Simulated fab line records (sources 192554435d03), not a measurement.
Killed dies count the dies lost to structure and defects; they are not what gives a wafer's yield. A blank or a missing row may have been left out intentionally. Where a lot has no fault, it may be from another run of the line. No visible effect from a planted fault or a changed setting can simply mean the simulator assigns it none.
Split-lot trial | flow n5Finfet | 21 wafers read across 7 lots, on a route 1938 steps long

## ON THE SPLIT
At N5_BEOL_M4_COAT_67 (time 60 s, resist thk 60 nm), the setting spinRpm was moved away from the recipe's 1500 rpm on 7 of the 21 wafers read, by -7.9% to +10.7%. All remaining wafers had this setting at the recipe value.

## FROM THE SPLIT TO THE READING: what the file shows between them, 7 steps
- N5_BEOL_M4_COAT_68: time 60 s, resist thk 12 nm
- N5_BEOL_M4_COAT_76: time 60 s, resist thk 5 nm
- N5_BEOL_M4_ALD_98: deposits SiO2, target thk 2.5 nm, pulse time 1 s, co reactant pulse time 1 s
- N5_BEOL_M4_ETCHBACK_99: etches SiO2 in CHF3, target depth 5 nm, time 10.4 s
- N5_BEOL_M4_ETCH_70: etches SOC in N2/H2, target depth 80 nm, overetch 24 nm, time 130 s
- N5_BEOL_M4_STRIP_71: strips in N2/H2
- N5_BEOL_M4_STRIP_78: strips in N2/H2

## THE READING
SOC_of_BEOL_M4_COAT_67.thkNm (the simulator's own value, which no gauge read), in nm, at N5_BEOL_M4_VIA_ETCH_34 (etches the open film in C4F6/O2, target depth 69.4 nm, time 65.9 s). There is no usual value for it anywhere in the file. Average 51.9 nm, standard deviation 0.12 nm, over the 14 wafers here run with the recipe.

wafer  | tool, chamber at the split | spinRpm as run, rpm | against the recipe | SOC_of_BEOL_M4_COAT_67.thkNm, nm | against lot-mates on the recipe
L076.2 | lithoTrack-03, 0           | 1500                | recipe             | 52                               | -
L076.4 | lithoTrack-03, 0           | 1500                | recipe             | 52                               | -
L076.5 | lithoTrack-03, 0           | 1500                | recipe             | 52                               | -
L079.1 | lithoTrack-01, 0           | 1500                | recipe             | 52                               | -
L079.2 | lithoTrack-01, 0           | 1547                | +3.1%              | 51                               | -1.0
L079.4 | lithoTrack-01, 0           | 1547                | +3.1%              | 51                               | -1.0
L083.3 | lithoTrack-02, 0           | 1500                | recipe             | 52                               | -
L083.4 | lithoTrack-02, 0           | 1405                | -6.3%              | 54                               | +2.0
L083.5 | lithoTrack-02, 0           | 1405                | -6.3%              | 54.2                             | +2.2
L088.1 | lithoTrack-02, 0           | 1500                | recipe             | 51.8                             | -
L088.4 | lithoTrack-02, 0           | 1500                | recipe             | 52                               | -
L088.5 | lithoTrack-02, 0           | 1500                | recipe             | 52                               | -
L089.1 | lithoTrack-02, 0           | 1500                | recipe             | 51.8                             | -
L089.2 | lithoTrack-02, 0           | 1500                | recipe             | 51.8                             | -
L089.4 | lithoTrack-02, 0           | 1381                | -7.9%              | 54.6                             | +2.8
L090.1 | lithoTrack-01, 0           | 1500                | recipe             | 51.8                             | -
L090.5 | lithoTrack-01, 0           | 1500                | recipe             | 51.8                             | -
L090.2 | lithoTrack-01, 0           | 1500                | recipe             | 52                               | -
L092.1 | lithoTrack-02, 0           | 1660                | +10.7%             | 49                               | -3.2
L092.3 | lithoTrack-02, 0           | 1660                | +10.7%             | 49.2                             | -3.0
L092.4 | lithoTrack-02, 0           | 1500                | recipe             | 52.2                             | -

THE FIT
A straight line over all 21 wafers: SOC_of_BEOL_M4_COAT_67.thkNm changes by -0.296 nm for each +1% of spinRpm; r = -0.99; the points scatter about the line by 0.18 nm.
The same after taking each lot's own level away (the mean of its wafers on the recipe; 21 wafers): -0.311 nm for each +1%; r = -1.00; scatter 0.12 nm.
That fit puts the effect of the largest move of spinRpm on the reading at 3.3 nm.
The span of the lots' own levels, 51.80 to 52.20 nm, comes to 3.4 times the standard deviation stated above.
The two slopes are in agreement: the lot-to-lot level therefore moves the slope only a little.
Check: for one of the wafers moved furthest among these (+10.7%), held out of the fit, the line's prediction against its lot-mates is -3.31 nm. It came out at -3.2 nm against them.

## FURTHER SPLITS ON THESE WAFERS
Other splits were also applied to these wafers ahead of the reading. Each is held against what the fit with the lots' levels taken away leaves over:
other split on the same wafers | wafers away from the commonest value | r with SOC_of_BEOL_M4_COAT_67.thkNm (lot level and that fit taken away)
N5_BEOL_M3_EXPOSE_08 doseMj    | 6                                    | -0.21
N5_BEOL_M4_ETCH_64 timeS       | 3                                    | -0.12

## THE WHOLE CHAIN: every reading that the file lists as answering this split, in the file's order
step                   | what it does                                                        | reading                                                                       | change (the file's fit)               | r (the file's)
N5_BEOL_M4_COAT_67     | time 60 s, resist thk 60 nm                                         | SOC_of_BEOL_M4_COAT_67.thkNm (the simulator's own value, which no gauge read) | -0.299 nm for each +1% of the setting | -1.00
N5_BEOL_M4_ETCH_70     | etches SOC in N2/H2, target depth 80 nm, overetch 24 nm, time 130 s | etch.depthNm (the simulator's own value, which no gauge read)                 | -0.304 nm for each +1% of the setting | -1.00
N5_BEOL_M4_VIA_ETCH_34 | etches the open film in C4F6/O2, target depth 69.4 nm, time 65.9 s  | SOC_of_BEOL_M4_COAT_67.thkNm (the simulator's own value, which no gauge read) | -0.316 nm for each +1% of the setting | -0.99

## FILE'S OWN FIT
SOC_of_BEOL_M4_COAT_67.thkNm changes by -0.316 nm for each +1% of spinRpm, r = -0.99.
